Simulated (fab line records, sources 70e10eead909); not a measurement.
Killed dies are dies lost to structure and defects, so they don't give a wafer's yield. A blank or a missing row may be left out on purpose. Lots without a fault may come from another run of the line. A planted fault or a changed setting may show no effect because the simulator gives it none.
Problem report in the 8D (eight disciplines) form, filled by code | flow nand_harc | the parts of the form that need people (team, actions taken, sign-off) are left out

1. THE PROBLEM
rf_fwd_power_W at NHARC_THIN_TSV_ETCH_44 reads a mean of 419.6 W on 1 wafer of 1 lot; wafers without a fault read 299.6 W with a standard deviation of 0.93. That is +99 or more standard deviations from the usual mean.
The step: etches the open film in CF4/O2, target depth 1594.2 nm, time 797.1 s.
First seen on wafer L521.5, day 30 16:07, on rie_diel-01. The record holds 30 wafers of 10 lots with a number at this step. Rule for "out", or "out of limits": more than 4 standard deviations from the usual mean. The other wafers with a number count as sound.

2. WHAT IT IS AND WHAT IT IS NOT
question                    | is                             | is not
which readings at this step | rf_fwd_power_W, oes_product_au | drypump_motor_current_A, rf_vpp_V, showerhead_plenum_p_Torr, throttle_valve_pct
which lots                  | L521                           | L505, L506, L507, L508, L510, L512, L513, L526, L528
which wafers of those lots  | L521.5                         | L521.2, L521.6
read on which tools         | rie_diel-01                    | rie_diel-03, rie_diel-11
when                        | from day 30 16:07              | up to then (23 sound wafers); but 6 sound wafers of L526, L528 came after

3. SUSPECTS, AND WHAT RULES EACH OUT
Counting: a tool at a process step up to the reading stays a suspect if it ran every lot that is out. Sound lots after the first of them don't rule it out here, since some wafers of a struck lot are sound.
- rie_diel-10 at NHARC_A_BONDPAD_ETCH_34 (etches the open film in N2/H2, target depth 60 nm, overetch 18 nm, time 65.91 s): kept. It ran the lot that is out, L521 (day 29 22:12); its last sound lot up to then is L510 (day 24 13:33).
- rie_diel-01 at NHARC_THIN_TSV_DESCUM_14 (chemistry O2, time 3 s): kept. It ran the lot that is out, L521 (day 30 15:53); its last sound lot up to then is L513 (day 26 22:02).
- rie_diel-01 at NHARC_THIN_TSV_ETCH_44 (etches the open film in CF4/O2, target depth 1594.2 nm, time 797.1 s): kept. It ran the lot that is out, L521 (day 30 16:07); its last sound lot up to then is L513 (day 26 22:16). Its own readings are out on those wafers: oes_product_au, rf_fwd_power_W.
- Within rie_diel-10 at NHARC_A_BONDPAD_ETCH_34: the wafers that are out ran in chamber 2; their sound lot-mates ran in chambers 0, 3.
- Within rie_diel-01 at NHARC_THIN_TSV_DESCUM_14: the wafers that are out ran in chamber 2; their sound lot-mates ran in chambers 0, 3.
- Within rie_diel-01 at NHARC_THIN_TSV_ETCH_44: the wafers that are out ran in chamber 2; their sound lot-mates ran in chambers 0, 1.
Left after counting: rie_diel-10 at NHARC_A_BONDPAD_ETCH_34, rie_diel-01 at NHARC_THIN_TSV_DESCUM_14, rie_diel-01 at NHARC_THIN_TSV_ETCH_44.

4. THE CAUSE (what the simulator had put in)
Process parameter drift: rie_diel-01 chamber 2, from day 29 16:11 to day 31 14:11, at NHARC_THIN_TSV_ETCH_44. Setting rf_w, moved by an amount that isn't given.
Counting left 3 suspects, and this tool is among them.

5. THE CHAIN OF EFFECTS, in route order
Each row: a reading whose mean over the struck wafers that have a number lies more than 3 standard deviations from the usual. Only readings for which the record gives a usual standard deviation are gone through. hours: the time from each lot's start at the first step in this table that gives one to its start at this step, as a median over the lots. sigmas: the change in usual standard deviations.
hours | step                   | reading        | usual      | on struck wafers | change | sigmas
0     | NHARC_THIN_TSV_ETCH_44 | oes_product_au | 0.998 a.u. | 1.252            | +0.254 | +17
0     | NHARC_THIN_TSV_ETCH_44 | rf_fwd_power_W | 299.6 W    | 419.6            | +120.0 | +99 or more
The process steps in it:
- NHARC_THIN_TSV_ETCH_44: etches the open film in CF4/O2, target depth 1594.2 nm, time 797.1 s.
Later measuring or inspecting steps at which every struck wafer that the step has a row for has a number for every such reading, and none has moved that far: NHARC_END_SORT_01.

6. WHAT WOULD HAVE CAUGHT IT SOONER
In this record the first reading out of limits was taken at day 30 16:07, 24 hours after the fault began at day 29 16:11.
